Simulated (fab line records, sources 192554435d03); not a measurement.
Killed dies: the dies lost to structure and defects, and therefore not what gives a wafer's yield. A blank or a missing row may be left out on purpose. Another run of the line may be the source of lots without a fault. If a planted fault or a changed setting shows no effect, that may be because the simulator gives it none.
Comparing a struck lot with a sound one	flow n5_finfet	24 steps out of a route of 1938
Sound: the wafers L193.1, L193.2, L193.6. Wafers struck: L188.4, L188.5, L188.6. At the end, the cause is stated.
Each step with rows lists, per side, the tool, then ch with its chambers, then its first start. Under that, the readings that differ: sound wafers	struck wafers	difference of the means	sigmas: that difference in standard deviations of wafers without a fault.
alike: same words and numbers on both sides, and readings whose means sit less than 2 such deviations apart. not compared: any withheld reading, any reading some wafer has no value for, any bound like >300 that may hide the same value, and any number with overlapping values for which the record gives no deviation.
A row with sigmas, a row that says differs or no value, or rows on one side alone: a step with any of these is where the two part. Non-overlapping numbers with no deviation appear without sigmas and do not part them. A reading that every wafer of one side lacks parts them only if that side has two wafers or more.

first, 8 steps without rows for these wafers: N5_BEOL_M5_PRE_CLEAN_77 (time 15 s); N5_BEOL_M5_CO_CAP_78 (material Co, precursor CCTBA/H2, target thk 2 nm, time 102.1 s); N5_BEOL_M5_PRE_CLEAN_55 (time 15 s); N5_BEOL_M5_DEP_56 (deposits SiCN from 3MS/NH3, target thk 8 nm, time 14 s); N5_BEOL_M6_ILD_DEP_00 (deposits SiCOH lowk from DEMS/porogen, target thk 179.75 nm, time 33.4 s); N5_BEOL_M6_CURE_74 (cures SiCOH lowk, time 240 s); N5_BEOL_M6_PECVD_70 (deposits SiO2 from TEOS/O2, target thk 20 nm, time 22.7 s); N5_BEOL_M6_HM_DEP_02 (deposits TiN, target thk 20 nm).
N5_BEOL_M6_COAT_59: time 60 s, resist thk 100 nm.
  sound on litho_track-02 ch 0, day 14 11:55; struck on litho_track-04 ch 0, day 13 07:03
reading	sound	struck	difference	sigmas
spin_speed_rpm (rpm)	1498.4 1500.6 1499.7	1281.3 1281.8 1280.3	-218.4	-99 or more
model.SOC_of_BEOL_M6_COAT_59.thk_nm (nm)	99.8 100 99.6	108.4 108 108	+8.3	
  alike: heater_power_total_W, plate_temp_C, resist_line_temp_C
then, 9 steps without rows for these wafers: N5_BEOL_M6_COAT_60 (time 60 s, resist thk 35 nm); N5_BEOL_M6_COAT_05 (resist thk 90 nm); N5_BEOL_M6_EBR_07; N5_BEOL_M6_SOFTBAKE_06 (time 60 s); N5_BEOL_M6_EXPOSE_08 (exposes mask M6); N5_BEOL_M6_PEB_09 (peb time 60 s); N5_BEOL_M6_DEVELOP_10 (develop time 30 s); N5_BEOL_M6_DESCUM_16 (chemistry O2, time 7.9 s); N5_BEOL_M6_ETCH_61 (etches SiARC in CF4, target depth 45.5 nm, time 75.8 s).
N5_BEOL_M6_ETCH_62: etches SOC in N2/H2, target depth 110 nm, overetch 22 nm, time 165 s.
  sound on rie_diel-04 ch 1,2, day 14 12:47; struck on rie_diel-06 ch 0,2,3, day 13 07:41
reading	sound	struck	difference	sigmas
model.etch.depth_nm (nm)	99.83 99.94 99.54	108.3 108 107.9	+8.3	
  alike: chamber_pressure_mTorr, drypump_motor_current_A, oes_product_au, rf_vpp_V, showerhead_plenum_p_Torr, temp_c, throttle_valve_pct
  not compared: rf_hours_counter_h
then, 2 steps without rows for these wafers: N5_BEOL_M6_STRIP_68 (strips in N2/H2); N5_BEOL_M6_STRIP_67 (strips in CF4).
N5_BEOL_M6_HM_OPEN_17: chemistry Cl2/BCl3, target TiN, target depth 20 nm, overetch 6 nm.
  sound on rie_metal-01 ch 0,1, day 14 12:59; struck on rie_metal-02 ch 0,1, day 13 07:50
reading	sound	struck	difference	sigmas
model.SOC_of_BEOL_M6_COAT_59.thk_nm (nm)	92 92 91.6	100.4 100 100	+8.3	
  alike: chamber_pressure_mTorr, drypump_motor_current_A, he_backside_leak_sccm, mfc_cl2_sccm, oes_product_au, throttle_valve_pct
  not compared: rf_hours_counter_h
then, 2 steps without rows for these wafers: N5_BEOL_M6_STRIP_19 (strips in O2); N5_PASSIVATION_PROBE_49.

WHERE THEY PART
N5_BEOL_M6_COAT_59 only, going by this record. Later steps at which nothing parts them and some readings are alike: N5_BEOL_M6_ETCH_62, N5_BEOL_M6_HM_OPEN_17.

WHY: what had been put in by the simulator
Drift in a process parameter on litho_track-04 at N5_BEOL_M6_COAT_59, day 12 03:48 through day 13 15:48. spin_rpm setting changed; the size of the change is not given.
